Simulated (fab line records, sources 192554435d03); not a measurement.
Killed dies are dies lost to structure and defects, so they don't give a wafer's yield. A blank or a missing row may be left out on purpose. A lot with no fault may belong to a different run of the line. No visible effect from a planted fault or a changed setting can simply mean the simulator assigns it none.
Which tool did it? :: flow n5-finfet :: Sampling: 9 lots, 27 wafers, 5 of 1938 route steps

## WHAT EACH GAUGE READ, for each wafer
No reading from a measuring or inspecting step in the record can be judged against a usual standard deviation.

## TOOL THAT RAN EACH LOT (tool first, then ch and the chambers of the sampled wafers, then the start)
lot: L353
N5_BEOL_M5_ETCH_75: rie-diel-04 ch 0,3, day 8 07:40
N5_MIM_BOT_ETCH_ETCH_00: rie-metal-01 ch 0,1, day 11 15:17
N5_PASSIVATION_ETCH_15: rie-diel-03 ch 1,2,3, day 11 22:07 or earlier
N5_PASSIVATION_DESCUM_32: rie-diel-01 ch 0,2, day 11 22:07
N5_PASSIVATION_PROBE_49: -

lot: L357
N5_BEOL_M5_ETCH_75: rie-diel-05 ch 0,2,3, day 8 23:19
N5_MIM_BOT_ETCH_ETCH_00: rie-metal-02 ch 0,1, day 12 14:20
N5_PASSIVATION_ETCH_15: rie-diel-05 ch 1,2,3, day 12 17:46 or earlier
N5_PASSIVATION_DESCUM_32: rie-diel-01 ch 0,1,3, day 12 17:46
N5_PASSIVATION_PROBE_49: prober-01, day 12 22:44

lot: L358
N5_BEOL_M5_ETCH_75: rie-diel-04 ch 0,3, day 9 10:53
N5_MIM_BOT_ETCH_ETCH_00: rie-metal-02 ch 0, day 12 19:45
N5_PASSIVATION_ETCH_15: rie-diel-05 ch 1,2, day 12 23:43 or earlier
N5_PASSIVATION_DESCUM_32: rie-diel-06 ch 0,1,2, day 12 23:43
N5_PASSIVATION_PROBE_49: prober-01, day 13 04:47

lot: L359
N5_BEOL_M5_ETCH_75: rie-diel-04 ch 1,2, day 9 19:08
N5_MIM_BOT_ETCH_ETCH_00: rie-metal-01 ch 0,1, day 13 03:54
N5_PASSIVATION_ETCH_15: rie-diel-04 ch 2,3, day 13 08:19 or earlier
N5_PASSIVATION_DESCUM_32: rie-diel-02 ch 2,3, day 13 08:19
N5_PASSIVATION_PROBE_49: prober-02, day 13 13:56

lot: L365
N5_BEOL_M5_ETCH_75: rie-diel-05 ch 1,2,3, day 11 07:26
N5_MIM_BOT_ETCH_ETCH_00: rie-metal-01 ch 0,1, day 14 21:37
N5_PASSIVATION_ETCH_15: rie-diel-03 ch 0,3, day 15 01:06 or earlier
N5_PASSIVATION_DESCUM_32: rie-diel-06 ch 1,3, day 15 01:06
N5_PASSIVATION_PROBE_49: prober-02, day 15 05:55

lot: L368
N5_BEOL_M5_ETCH_75: rie-diel-03 ch 2,3, day 12 03:17
N5_MIM_BOT_ETCH_ETCH_00: rie-metal-01 ch 0,1, day 15 22:08
N5_PASSIVATION_ETCH_15: rie-diel-03 ch 0,1, day 16 03:10 or earlier
N5_PASSIVATION_DESCUM_32: rie-diel-06 ch 0,1,2, day 16 03:10
N5_PASSIVATION_PROBE_49: prober-02, day 16 08:16

lot: L373
N5_BEOL_M5_ETCH_75: rie-diel-05 ch 0,2,3, day 13 07:10
N5_MIM_BOT_ETCH_ETCH_00: rie-metal-03 ch 0,1, day 16 23:40
N5_PASSIVATION_ETCH_15: rie-diel-04 ch 0,2,3, day 17 04:23 or earlier
N5_PASSIVATION_DESCUM_32: rie-diel-01 ch 0,2,3, day 17 04:23
N5_PASSIVATION_PROBE_49: -

lot: L374
N5_BEOL_M5_ETCH_75: rie-diel-04 ch 1,2,3, day 13 14:57
N5_MIM_BOT_ETCH_ETCH_00: rie-metal-03 ch 0,1, day 17 10:36
N5_PASSIVATION_ETCH_15: rie-diel-04 ch 0,1,3, day 17 15:00 or earlier
N5_PASSIVATION_DESCUM_32: rie-diel-06 ch 0,3, day 17 15:00
N5_PASSIVATION_PROBE_49: -

lot: L375
N5_BEOL_M5_ETCH_75: rie-diel-04 ch 0,2,3, day 14 07:46
N5_MIM_BOT_ETCH_ETCH_00: rie-metal-03 ch 1, day 17 17:40
N5_PASSIVATION_ETCH_15: rie-diel-04 ch 2,3, day 17 20:25 or earlier
N5_PASSIVATION_DESCUM_32: rie-diel-02 ch 0,1,2, day 17 20:25
N5_PASSIVATION_PROBE_49: -
- N5_BEOL_M5_ETCH_75: etches underlayer in N2/H2, target depth 6.5 nm, time 5.2 s.
- N5_MIM_BOT_ETCH_ETCH_00: etches TiN in Cl2/BCl3, target depth 45.5 nm.
- N5_PASSIVATION_ETCH_15: etches SiCN in CF4/N2, target depth 75 nm, time 81.2 s.
- N5_PASSIVATION_DESCUM_32: chemistry O2, time 7.9 s.
- N5_PASSIVATION_PROBE_49

## AS READ BY THE TOOLS THEMSELVES (means over the sampled wafers that have a number; for cases with no such wafer, the mark the record gives instead)
N5_BEOL_M5_ETCH_75. Usual: for chamber-pressure-mTorr, 30.00 mTorr with a standard deviation of 0.04; for drypump-motor-current-A, 5.85 A with a standard deviation of 0.21; for etch-rf-on-time-s, 5.19 s with a standard deviation of 0.081; for oes-product-au, 0.68 a.u. with a standard deviation of 0.081; for rf-vpp-V, 524 V with a standard deviation of 3.1; for showerhead-plenum-p-Torr, 2.53 Torr with a standard deviation of 0.1; for throttle-valve-pct, 17.92 % with a standard deviation of 0.24.
lot: L353
tool: rie-diel-04
chamber-pressure-mTorr (mTorr): 30.00
drypump-motor-current-A (A): 6.00
etch-rf-on-time-s (s): 5.23
oes-product-au (a.u.): 0.63
rf-vpp-V (V): 521
showerhead-plenum-p-Torr (Torr): 2.50
throttle-valve-pct (%): 18.08
flag: 

lot: L357
tool: rie-diel-05
chamber-pressure-mTorr (mTorr): 30.01
drypump-motor-current-A (A): 5.88
etch-rf-on-time-s (s): 5.18
oes-product-au (a.u.): 0.66
rf-vpp-V (V): 523
showerhead-plenum-p-Torr (Torr): 2.55
throttle-valve-pct (%): 18.06
flag: 

lot: L358
tool: rie-diel-04
chamber-pressure-mTorr (mTorr): 30.03
drypump-motor-current-A (A): 5.77
etch-rf-on-time-s (s): 5.23
oes-product-au (a.u.): 0.62
rf-vpp-V (V): 521
showerhead-plenum-p-Torr (Torr): 2.45
throttle-valve-pct (%): 18.03
flag: 

lot: L359
tool: rie-diel-04
chamber-pressure-mTorr (mTorr): 30.00
drypump-motor-current-A (A): 5.87
etch-rf-on-time-s (s): 5.22
oes-product-au (a.u.): 0.73
rf-vpp-V (V): 525
showerhead-plenum-p-Torr (Torr): 2.56
throttle-valve-pct (%): 17.62
flag: 

lot: L365
tool: rie-diel-05
chamber-pressure-mTorr (mTorr): 30.02
drypump-motor-current-A (A): 5.82
etch-rf-on-time-s (s): 5.21
oes-product-au (a.u.): 0.71
rf-vpp-V (V): 522
showerhead-plenum-p-Torr (Torr): 2.54
throttle-valve-pct (%): 17.84
flag: 

lot: L368
tool: rie-diel-03
chamber-pressure-mTorr (mTorr): 30.00
drypump-motor-current-A (A): 5.80
etch-rf-on-time-s (s): 5.20
oes-product-au (a.u.): 0.73
rf-vpp-V (V): 529
showerhead-plenum-p-Torr (Torr): 2.67
throttle-valve-pct (%): 17.66
flag: 

lot: L373
tool: rie-diel-05
chamber-pressure-mTorr (mTorr): 30.01
drypump-motor-current-A (A): 5.87
etch-rf-on-time-s (s): 5.17
oes-product-au (a.u.): 0.70
rf-vpp-V (V): 524
showerhead-plenum-p-Torr (Torr): 2.53
throttle-valve-pct (%): 17.97
flag: 

lot: L374
tool: rie-diel-04
chamber-pressure-mTorr (mTorr): 29.99
drypump-motor-current-A (A): 5.93
etch-rf-on-time-s (s): 5.28
oes-product-au (a.u.): 0.67
rf-vpp-V (V): 524
showerhead-plenum-p-Torr (Torr): 2.56
throttle-valve-pct (%): 17.84
flag: 

lot: L375
tool: rie-diel-04
chamber-pressure-mTorr (mTorr): 30.02
drypump-motor-current-A (A): 5.80
etch-rf-on-time-s (s): 5.25
oes-product-au (a.u.): 0.64
rf-vpp-V (V): 523
showerhead-plenum-p-Torr (Torr): 2.54
throttle-valve-pct (%): 17.92
flag: 

N5_MIM_BOT_ETCH_ETCH_00. Usual: chamber-pressure-mTorr 10.000 mTorr, standard deviation 0.0091; drypump-motor-current-A 5.5 A, standard deviation 0.48; he-backside-leak-sccm 3.39 sccm, standard deviation 0.22; oes-product-au 0.80 a.u., standard deviation 0.089; throttle-valve-pct 21.98 %, standard deviation 0.23.
lot: L353
tool: rie-metal-01
chamber-pressure-mTorr (mTorr): 10.002
drypump-motor-current-A (A): 5.4
he-backside-leak-sccm (sccm): 3.41
oes-product-au (a.u.): 0.83
throttle-valve-pct (%): 22.02
flag: 

lot: L357
tool: rie-metal-02
chamber-pressure-mTorr (mTorr): 10.006
drypump-motor-current-A (A): 5.5
he-backside-leak-sccm (sccm): 3.46
oes-product-au (a.u.): 0.62
throttle-valve-pct (%): 22.19
flag: 

lot: L358
tool: rie-metal-02
chamber-pressure-mTorr (mTorr): 10.001
drypump-motor-current-A (A): 5.4
he-backside-leak-sccm (sccm): 3.66
oes-product-au (a.u.): 0.64
throttle-valve-pct (%): 22.35
flag: 

lot: L359
tool: rie-metal-01
chamber-pressure-mTorr (mTorr): 10.004
drypump-motor-current-A (A): 5.4
he-backside-leak-sccm (sccm): 3.59
oes-product-au (a.u.): 0.81
throttle-valve-pct (%): 22.05
flag: 

lot: L365
tool: rie-metal-01
chamber-pressure-mTorr (mTorr): 9.993
drypump-motor-current-A (A): 5.4
he-backside-leak-sccm (sccm): 3.50
oes-product-au (a.u.): 0.81
throttle-valve-pct (%): 22.06
flag: 

lot: L368
tool: rie-metal-01
chamber-pressure-mTorr (mTorr): 9.996
drypump-motor-current-A (A): 5.4
he-backside-leak-sccm (sccm): 3.52
oes-product-au (a.u.): 0.79
throttle-valve-pct (%): 22.07
flag: 

lot: L373
tool: rie-metal-03
chamber-pressure-mTorr (mTorr): 10.002
drypump-motor-current-A (A): 5.8
he-backside-leak-sccm (sccm): 3.25
oes-product-au (a.u.): 0.82
throttle-valve-pct (%): 21.57
flag: 

lot: L374
tool: rie-metal-03
chamber-pressure-mTorr (mTorr): 10.000
drypump-motor-current-A (A): 5.9
he-backside-leak-sccm (sccm): 3.31
oes-product-au (a.u.): 0.82
throttle-valve-pct (%): 21.57
flag: 

lot: L375
tool: rie-metal-03
chamber-pressure-mTorr (mTorr): 10.008
drypump-motor-current-A (A): 4.8
he-backside-leak-sccm (sccm): 3.19
oes-product-au (a.u.): 0.80
throttle-valve-pct (%): 21.78
flag: 

N5_PASSIVATION_ETCH_15. Usual: chamber-pressure-mTorr 40.00 mTorr, standard deviation 0.039; drypump-motor-current-A 5.85 A, standard deviation 0.24; oes-product-au 0.79 a.u., standard deviation 0.087; rf-vpp-V 382.3 V, standard deviation 2.3; showerhead-plenum-p-Torr 2.21 Torr, standard deviation 0.088; throttle-valve-pct 15.50 %, standard deviation 0.26.
lot: L353
tool: rie-diel-03
chamber-pressure-mTorr (mTorr): 39.98
drypump-motor-current-A (A): 5.68
oes-product-au (a.u.): 0.79
rf-vpp-V (V): 383.9
showerhead-plenum-p-Torr (Torr): 2.24
throttle-valve-pct (%): 15.45
flag: 

lot: L357
tool: rie-diel-05
chamber-pressure-mTorr (mTorr): 39.97
drypump-motor-current-A (A): 5.82
oes-product-au (a.u.): 0.83
rf-vpp-V (V): 382.5
showerhead-plenum-p-Torr (Torr): 2.21
throttle-valve-pct (%): 15.46
flag: 

lot: L358
tool: rie-diel-05
chamber-pressure-mTorr (mTorr): 40.00
drypump-motor-current-A (A): 5.72
oes-product-au (a.u.): 0.90
rf-vpp-V (V): 382.8
showerhead-plenum-p-Torr (Torr): 2.22
throttle-valve-pct (%): 15.27
flag: 

lot: L359
tool: rie-diel-04
chamber-pressure-mTorr (mTorr): 39.98
drypump-motor-current-A (A): 5.81
oes-product-au (a.u.): 0.80
rf-vpp-V (V): 384.8
showerhead-plenum-p-Torr (Torr): 2.29
throttle-valve-pct (%): 15.39
flag: 

lot: L365
tool: rie-diel-03
chamber-pressure-mTorr (mTorr): 39.99
drypump-motor-current-A (A): 6.11
oes-product-au (a.u.): 0.74
rf-vpp-V (V): 382.8
showerhead-plenum-p-Torr (Torr): 2.23
throttle-valve-pct (%): 15.58
flag: 

lot: L368
tool: rie-diel-03
chamber-pressure-mTorr (mTorr): 40.01
drypump-motor-current-A (A): 6.04
oes-product-au (a.u.): 0.69
rf-vpp-V (V): 381.0
showerhead-plenum-p-Torr (Torr): 2.15
throttle-valve-pct (%): 15.78
flag: 

lot: L373
tool: rie-diel-04
chamber-pressure-mTorr (mTorr): 39.99
drypump-motor-current-A (A): 5.79
oes-product-au (a.u.): 0.74
rf-vpp-V (V): 381.6
showerhead-plenum-p-Torr (Torr): 2.20
throttle-valve-pct (%): 15.57
flag: 

lot: L374
tool: rie-diel-04
chamber-pressure-mTorr (mTorr): 40.03
drypump-motor-current-A (A): 5.93
oes-product-au (a.u.): 0.72
rf-vpp-V (V): 379.9
showerhead-plenum-p-Torr (Torr): 2.14
throttle-valve-pct (%): 15.61
flag: 

lot: L375
tool: rie-diel-04
chamber-pressure-mTorr (mTorr): 39.98
drypump-motor-current-A (A): 6.01
oes-product-au (a.u.): 0.73
rf-vpp-V (V): 381.9
showerhead-plenum-p-Torr (Torr): 2.23
throttle-valve-pct (%): 15.67
flag: 

N5_PASSIVATION_DESCUM_32. Usual: chamber-pressure-mTorr 19.999 mTorr, standard deviation 0.02; drypump-motor-current-A 5.7 A, standard deviation 0.51; oes-product-au 0.81 a.u., standard deviation 0.069; rf-vpp-V 242.9 V, standard deviation 1.4; showerhead-plenum-p-Torr 2.08 Torr, standard deviation 0.074; throttle-valve-pct 20.40 %, standard deviation 0.24.
lot: L353
tool: rie-diel-01
chamber-pressure-mTorr (mTorr): 20.002
drypump-motor-current-A (A): 5.7
oes-product-au (a.u.): 0.83
rf-vpp-V (V): 243.5
showerhead-plenum-p-Torr (Torr): 2.09
throttle-valve-pct (%): 20.25
flag: 

lot: L357
tool: rie-diel-01
chamber-pressure-mTorr (mTorr): 19.981
drypump-motor-current-A (A): 5.0
oes-product-au (a.u.): 0.75
rf-vpp-V (V): 242.3
showerhead-plenum-p-Torr (Torr): 2.02
throttle-valve-pct (%): 20.53
flag: 

lot: L358
tool: rie-diel-06
chamber-pressure-mTorr (mTorr): 19.998
drypump-motor-current-A (A): 5.9
oes-product-au (a.u.): 0.79
rf-vpp-V (V): 243.5
showerhead-plenum-p-Torr (Torr): 2.13
throttle-valve-pct (%): 20.47
flag: 

lot: L359
tool: rie-diel-02
chamber-pressure-mTorr (mTorr): 20.004
drypump-motor-current-A (A): 6.0
oes-product-au (a.u.): 0.87
rf-vpp-V (V): 243.1
showerhead-plenum-p-Torr (Torr): 2.06
throttle-valve-pct (%): 20.36
flag: 

lot: L365
tool: rie-diel-06
chamber-pressure-mTorr (mTorr): 19.978
drypump-motor-current-A (A): 6.1
oes-product-au (a.u.): 0.81
rf-vpp-V (V): 242.1
showerhead-plenum-p-Torr (Torr): 2.02
throttle-valve-pct (%): 20.32
flag: 

lot: L368
tool: rie-diel-06
chamber-pressure-mTorr (mTorr): 20.013
drypump-motor-current-A (A): 5.9
oes-product-au (a.u.): 0.85
rf-vpp-V (V): 243.1
showerhead-plenum-p-Torr (Torr): 2.12
throttle-valve-pct (%): 20.39
flag: 

lot: L373
tool: rie-diel-01
chamber-pressure-mTorr (mTorr): 20.006
drypump-motor-current-A (A): 5.4
oes-product-au (a.u.): 0.84
rf-vpp-V (V): 242.6
showerhead-plenum-p-Torr (Torr): 2.05
throttle-valve-pct (%): 20.19
flag: 

lot: L374
tool: rie-diel-06
chamber-pressure-mTorr (mTorr): 19.980
drypump-motor-current-A (A): 5.7
oes-product-au (a.u.): 0.76
rf-vpp-V (V): 243.9
showerhead-plenum-p-Torr (Torr): 2.13
throttle-valve-pct (%): 20.43
flag: 

lot: L375
tool: rie-diel-02
chamber-pressure-mTorr (mTorr): 19.980
drypump-motor-current-A (A): 5.9
oes-product-au (a.u.): 0.77
rf-vpp-V (V): 243.7
showerhead-plenum-p-Torr (Torr): 2.11
throttle-valve-pct (%): 20.45
flag: 

N5_PASSIVATION_PROBE_49. Usual: defect-limited-yield 91.0 %, standard deviation 1.5; killed_at_M0_to_M3 34, standard deviation 11; killed_at_M4_up 14, standard deviation 5.3; killed-at-contacts 13, standard deviation 7; killed-at-front-end 41, standard deviation 13; killed-at-other 4, standard deviation 3.1; killed-dies 106, standard deviation 17; killed-on-rim 14, standard deviation 3.9; killed-open 70, standard deviation 12; killed-short 35, standard deviation 8; sort_bin_5_function 5.2 %, standard deviation 0.98; sort_bin_6_memory 3.4 %, standard deviation 0.69; sort-n-pass 1074, standard deviation 17; sort-yield-pct 91.0 %, standard deviation 1.5.
lot: L357
tool: prober-01
defect-limited-yield (%): 90.5
killed_at_M0_to_M3: 52
killed_at_M4_up: 17
killed-at-contacts: 12
killed-at-front-end: 27
killed-at-other: 4
killed-dies: 112
killed-on-rim: 17
killed-open: 77
killed-short: 35
sort_bin_5_function (%): 5.4
sort_bin_6_memory (%): 3.8
sort-n-pass: 1068
sort-yield-pct (%): 90.5
flag: 

lot: L358
tool: prober-01
defect-limited-yield (%): 85.9
killed_at_M0_to_M3: 36
killed_at_M4_up: 84
killed-at-contacts: 10
killed-at-front-end: 32
killed-at-other: 6
killed-dies: 167
killed-on-rim: 29
killed-open: 67
killed-short: 39
sort_bin_5_function (%): 8.4
sort_bin_6_memory (%): 4.4
sort-n-pass: 1013
sort-yield-pct (%): 85.9
flag: OFF

lot: L359
tool: prober-02
defect-limited-yield (%): 84.1
killed_at_M0_to_M3: 35
killed_at_M4_up: 96
killed-at-contacts: 16
killed-at-front-end: 37
killed-at-other: 3
killed-dies: 187
killed-on-rim: 28
killed-open: 72
killed-short: 33
sort_bin_5_function (%): 9.8
sort_bin_6_memory (%): 4.0
sort-n-pass: 993
sort-yield-pct (%): 84.1
flag: OFF

lot: L365
tool: prober-02
defect-limited-yield (%): 90.7
killed_at_M0_to_M3: 34
killed_at_M4_up: 18
killed-at-contacts: 8
killed-at-front-end: 46
killed-at-other: 4
killed-dies: 110
killed-on-rim: 19
killed-open: 71
killed-short: 38
sort_bin_5_function (%): 5.6
sort_bin_6_memory (%): 3.3
sort-n-pass: 1070
sort-yield-pct (%): 90.7
flag: 

lot: L368
tool: prober-02
defect-limited-yield (%): 91.2
killed_at_M0_to_M3: 31
killed_at_M4_up: 9
killed-at-contacts: 10
killed-at-front-end: 51
killed-at-other: 4
killed-dies: 104
killed-on-rim: 15
killed-open: 65
killed-short: 39
sort_bin_5_function (%): 5.2
sort_bin_6_memory (%): 3.2
sort-n-pass: 1076
sort-yield-pct (%): 91.2
flag: 

## THE ANSWER, worked out from the rows above alone
Rule: a lot counts as off when the mean over its wafers that have a number is more than 3 standard deviations away from the usual mean. Also off: a lot with no number at a reading for which 4 or more lots have one. All remaining lots with rows at the step are treated as sound. After the gauges, taken in route order, come the tools' own readings; for these a lot's mean is taken, as printed above. At the first step where some lot is off, the reading lying furthest off is the one used; lots without a number count as furthest.
Off: L358, L359 (N5_PASSIVATION_PROBE_49, killed_at_M4_up). Neither off nor sound, because the step has no rows for them: L353, L373, L374, L375.
If a tool, at that step or one of the process steps before it, ran each lot that is off and ran no sound lot following the first of them, it fits. N5_PASSIVATION_ETCH_15: start missing for some lots; hours and lot order therefore follow N5_PASSIVATION_DESCUM_32. One candidate fits, namely rie-diel-04 at N5_BEOL_M5_ETCH_75. It ran no sound lot before its first lot that is off in this sample, so the start can't be narrowed down.

## WHAT WAS PUT IN BY THE SIMULATOR
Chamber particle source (rie-diel-04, N5_BEOL_M5_ETCH_75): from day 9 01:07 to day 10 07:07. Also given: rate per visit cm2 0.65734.
Struck lots among those shown: L358, L359. The rule above reached the same finding.
